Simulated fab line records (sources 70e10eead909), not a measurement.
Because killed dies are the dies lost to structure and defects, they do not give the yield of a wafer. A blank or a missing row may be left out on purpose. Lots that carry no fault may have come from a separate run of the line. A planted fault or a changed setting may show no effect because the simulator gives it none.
Which tool did it? | flow nand harc | 13 lots with 39 wafers sampled at 5 steps, on a route of 1302 steps

WHAT THE GAUGES READ, wafer by wafer
NHARC_THIN_TSV_THK_MEAS_02: measures by ir.
lot  | measured     | on            | thk nm (nm)
L680 | day 24 04:56 | film metro-02 | 3278 3404 3330
L681 | day 24 08:45 | film metro-02 | 2860 2750 2713
L683 | day 25 00:28 | film metro-01 | 3087 2894 3465
L682 | day 24 23:16 | film metro-01 | 3096 3024 3461
L684 | day 25 20:24 | film metro-01 | 3032 3237 2916
L685 | day 25 19:11 | film metro-01 | 2875 2815 3182
L686 | day 26 20:13 | film metro-01 | 3183 3135 3513
L687 | day 26 19:01 | film metro-01 | 3064 2892 2868
L688 | day 27 07:32 | film metro-02 | 3242 3266 3385
L694 | day 29 22:07 | film metro-02 | 3123 2917 2837
L697 | day 30 09:40 | film metro-02 | 3025 3124 3337
L702 | day 33 02:25 | film metro-01 | 3251 3159 3057
L703 | day 33 03:38 | film metro-02 | 2590 2513 2929

NHARC_END_SORT_01.
lot  | measured     | on        | defect limited yield (%) | killed at array | killed at other | killed at periphery | killed dies | killed open | killed short
L682 | day 25 15:55 | prober-02 | 87.9 90.3 90.0           | 79 61 67        | 0 0 0           | 3 5 1               | 82 66 68    | 1 5 2       | 3 6 1
L697 | day 31 01:08 | prober-01 | 0.1 95.0 95.9            | 29 28 23        | 642 3 2         | 5 3 3               | 676 34 28   | 3 2 8       | 7 2 2

TOOL THAT RAN EACH LOT (tool first, then ch and the chambers of the sampled wafers, then the start)
lot  | NHARC_HYBRID_BOND_ACTIVATE_00      | NHARC_THIN_TSV_ECD_20          | NHARC_THIN_TSV_DESCUM_35
L680 | rie diel-02 ch 0,2,3, day 23 16:10 | ecd cu-01 ch 1, day 24 09:20   | rie diel-13 ch 1,2, day 24 12:03
L681 | rie diel-12 ch 1,2,3, day 23 21:43 | ecd cu-01 ch 0,1, day 24 13:14 | rie diel-09 ch 1,2, day 24 15:44
L683 | rie diel-02 ch 0,1, day 24 11:53   | ecd cu-02 ch 0,1, day 25 04:50 | rie diel-09 ch 0,2, day 25 07:37
L682 | rie diel-02 ch 0,3, day 24 13:58   | ecd cu-01 ch 0,1, day 25 03:32 | rie diel-05 ch 0,1,2, day 25 06:16
L684 | rie diel-02 ch 0,2,3, day 25 04:42 | ecd cu-01 ch 1, day 26 00:46   | rie diel-09 ch 0,1,2, day 26 03:31
L685 | rie diel-02 ch 0,2, day 25 08:26   | ecd cu-01 ch 0,1, day 25 23:34 | rie diel-05 ch 0,1,2, day 26 02:18
L686 | rie diel-12 ch 0,2,3, day 26 08:09 | ecd cu-02 ch 0,1, day 27 00:28 | rie diel-09 ch 0,1,2, day 27 03:17
L687 | rie diel-02 ch 0,1,2, day 26 08:41 | ecd cu-01 ch 0,1, day 26 23:27 | rie diel-09 ch 0,2,3, day 27 02:11
L688 | rie diel-02 ch 0,1,2, day 26 20:20 | ecd cu-02 ch 0, day 27 11:59   | rie diel-05 ch 0,1, day 27 14:44
L694 | rie diel-02 ch 0,2,3, day 29 12:47 | ecd cu-01 ch 1, day 30 02:30   | rie diel-09 ch 0,3, day 30 05:07
L697 | rie diel-02 ch 1,2, day 29 21:50   | ecd cu-02 ch 0,1, day 30 14:02 | rie diel-13 ch 1,2,3, day 30 16:40
L702 | rie diel-02 ch 2,3, day 32 13:47   | ecd cu-01 ch 0,1, day 33 06:59 | rie diel-05 ch 1,2,3, day 33 09:43
L703 | rie diel-12 ch 0,1,3, day 32 14:35 | ecd cu-01 ch 0,1, day 33 08:00 | rie diel-09 ch 0,2,3, day 33 10:50
- NHARC_HYBRID_BOND_ACTIVATE_00: chemistry N2, time 60 s.
- NHARC_THIN_TSV_ECD_20: material Cu, target thk 2000 nm.
- NHARC_THIN_TSV_DESCUM_35: chemistry O2, time 3 s.

WHAT THE TOOLS THEMSELVES READ (means of the sampled wafers that have a number; where no wafer has one, the mark that the record gives instead)
NHARC_HYBRID_BOND_ACTIVATE_00.
lot  | tool        | drypump motor current A (A) | oes product au (a.u.) | rf vpp V (V) | showerhead plenum p Torr (Torr)
L680 | rie diel-02 | 5.3                         | 0.997                 | 64.5         | 1.71
L681 | rie diel-12 | 6.0                         | 0.993                 | 64.1         | 1.75
L683 | rie diel-02 | 5.9                         | 0.993                 | 63.5         | 1.72
L682 | rie diel-02 | 5.5                         | 0.993                 | 64.0         | 1.76
L684 | rie diel-02 | 5.4                         | 0.999                 | 63.4         | 1.71
L685 | rie diel-02 | 5.0                         | 1.000                 | 63.2         | 1.65
L686 | rie diel-12 | 6.1                         | 1.005                 | 64.2         | 1.73
L687 | rie diel-02 | 5.5                         | 0.997                 | 64.2         | 1.69
L688 | rie diel-02 | 5.5                         | 1.000                 | 63.0         | 1.69
L694 | rie diel-02 | 5.3                         | 0.995                 | 63.2         | 1.71
L697 | rie diel-02 | 6.0                         | 0.988                 | 63.0         | 1.72
L702 | rie diel-02 | 5.5                         | 1.005                 | 64.9         | 1.71
L703 | rie diel-12 | 5.8                         | 0.998                 | 64.5         | 1.79

NHARC_THIN_TSV_DESCUM_35.
lot  | tool        | chamber pressure mTorr (mTorr) | drypump motor current A (A) | oes product au (a.u.) | rf vpp V (V) | showerhead plenum p Torr (Torr) | throttle valve pct (%)
L680 | rie diel-13 | 59.94                          | 5.6                         | 0.988                 | 58.1         | 1.96                            | 11.309
L681 | rie diel-09 | 60.06                          | 5.1                         | 1.005                 | 57.8         | 1.92                            | 11.312
L683 | rie diel-09 | 60.01                          | 5.5                         | 1.005                 | 58.5         | 1.97                            | 11.312
L682 | rie diel-05 | 60.00                          | 6.3                         | 0.988                 | 58.9         | 1.92                            | 11.304
L684 | rie diel-09 | 60.04                          | 5.2                         | 0.996                 | 58.4         | 1.95                            | 11.312
L685 | rie diel-05 | 60.02                          | 6.3                         | 0.991                 | 58.0         | 1.92                            | 11.308
L686 | rie diel-09 | 60.06                          | 5.2                         | 1.002                 | 58.0         | 1.95                            | 11.321
L687 | rie diel-09 | 60.00                          | 5.6                         | 1.002                 | 59.2         | 1.90                            | 11.313
L688 | rie diel-05 | 60.02                          | 6.5                         | 1.004                 | 58.1         | 1.96                            | 11.318
L694 | rie diel-09 | 60.02                          | 5.7                         | 1.014                 | 57.1         | 1.87                            | 11.312
L697 | rie diel-13 | 60.01                          | 5.8                         | 1.001                 | 59.0         | 1.95                            | 11.314
L702 | rie diel-05 | 60.06                          | 6.2                         | 1.006                 | 58.2         | 1.84                            | 11.315
L703 | rie diel-09 | 59.97                          | 5.5                         | 1.012                 | 57.7         | 1.90                            | 11.307

THE ANSWER, worked out from the rows above alone
Rule: usual is defined by the lots themselves. The widest of any qualifying gaps counts: lots, ordered by their means at a reading, are off when they make up no more than a third of the lots, leave a main group of 4 or more, and stand apart from it by 3 or more times the standard deviation of that group's means. A main group is skipped when, at the precision printed for the reading in the tables above, its means are all equal. A lot without any number at a reading at which 4 lots or more have one is off too. Where the step has rows for the other lots, those lots are counted as sound. First the gauges in route order, then the tools' own readings, where a lot's mean is used as printed above. At the first step where some lot is off, the reading lying furthest off is the one used; lots without a number count as furthest.
No lot is off on any of the readings shown, so nothing can be concluded from this.

WHAT THE SIMULATOR HAD PUT IN
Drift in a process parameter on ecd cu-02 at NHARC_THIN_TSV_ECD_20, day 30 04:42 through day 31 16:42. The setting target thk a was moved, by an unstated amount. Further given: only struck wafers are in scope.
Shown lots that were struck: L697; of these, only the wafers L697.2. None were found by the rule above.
